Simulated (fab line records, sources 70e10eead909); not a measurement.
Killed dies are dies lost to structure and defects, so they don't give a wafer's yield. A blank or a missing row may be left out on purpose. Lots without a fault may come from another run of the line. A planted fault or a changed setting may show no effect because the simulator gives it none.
A struck lot beside a sound one | flow nand_harc | 15 steps out of a route of 1302
Sound: wafers L692.3, L692.4, L692.6. Struck: wafer L699.6. (L699.4 of the same lot was not struck and is left out.) The cause comes at the end.
At each step with rows: each side's tool, then ch and its chambers, then its first start. Under that, the readings that differ: sound wafers | struck wafers | difference of the means | sigmas: that difference in standard deviations of wafers without a fault.
alike: readings whose means differ by less than 2 such deviations, and words and numbers that are the same on both sides. not compared: withheld readings, readings that some wafer has no value for, bounds like >300 that may hide the same value, and numbers for which the record gives no deviation and whose values overlap.
The two part at a step that has a row with sigmas, a row that says differs or no value, or rows on one side only. Numbers that don't overlap but have no deviation are shown without sigmas and don't part them. A reading that every wafer of one side lacks parts them only if that side has two wafers or more.

first, 6 steps without rows for these wafers: NHARC_A_DECK1_JOINT_CVD_34 (deposits SiNx, target thk 20 nm); NHARC_A_DECK1_JOINT_DEP_06 (deposits SiOx, target thk 80 nm); NHARC_A_DECK1_JOINT_CURE_26 (time 32 s); NHARC_A_DECK1_JOINT_ANNEAL_27 (time 3600 s); NHARC_A_DECK1_JOINT_ANNEAL_28 (time 1800 s); NHARC_A_DECK1_JOINT_ANNEAL_29 (time 1800 s).
NHARC_A_DECK1_JOINT_CMP_02: polishes SiOx.
  sound on cmp-03 ch 0,2, day 16 22:18; struck on cmp-04 ch 2, day 19 23:11
  alike: motor_current_A
then, 1 step without rows for these wafers: NHARC_A_DECK1_JOINT_SRD_15.
NHARC_A_DECK1_JOINT_DEP_16: deposits SiO2, target thk 45 nm.
  sound on pecvd-02 ch 0,1,2, day 16 22:40; struck on pecvd-03 ch 2, day 19 23:50
  alike: heater_power_w, throttle_valve_pct
NHARC_A_DECK1_JOINT_THK_MEAS_17: measures by ellipsometry.
  sound on film_metro-01, day 16 22:56; struck on film_metro-01, day 20 00:04
  alike: thk_nm
NHARC_A_DECK1_JOINT_INSPECT_05:
  sound on defect_inspect-02, day 16 22:59; struck on defect_inspect-02, day 20 00:07
  alike: raw_defect_count
NHARC_A_ONON_D2_DEP_00: target thk 1000 nm.
  sound on pecvd_onon-02 ch 0, day 16 23:10; struck on pecvd_onon-02 ch 0, day 20 00:20
NHARC_A_ONON_D2_THK_MEAS_02: measures by ellipsometry.
  sound on film_metro-01, day 16 23:33; struck on film_metro-01, day 20 00:41
  reading     | sound          | struck | difference | sigmas
  thk_nm (nm) | 1003 1003 1003 | 646    | -357       | -44
then, 1 step without rows for these wafers: NHARC_A_ONON_D2_DEP_03 (target thk 1000 nm).
-- the record jumps here: 13 days lie between the struck wafers' starts before and after (it left off in module A_ONON_D2 and takes up again in module END, whose first step shown is number 1302 of the route) --
NHARC_END_SORT_01:
  the record has rows for the struck wafers here (prober-01 ch 0, day 33 07:25) and none for the sound ones

WHERE THEY PART
First at NHARC_A_ONON_D2_THK_MEAS_02; last, within this record, at NHARC_END_SORT_01.

WHY: what the simulator had put in
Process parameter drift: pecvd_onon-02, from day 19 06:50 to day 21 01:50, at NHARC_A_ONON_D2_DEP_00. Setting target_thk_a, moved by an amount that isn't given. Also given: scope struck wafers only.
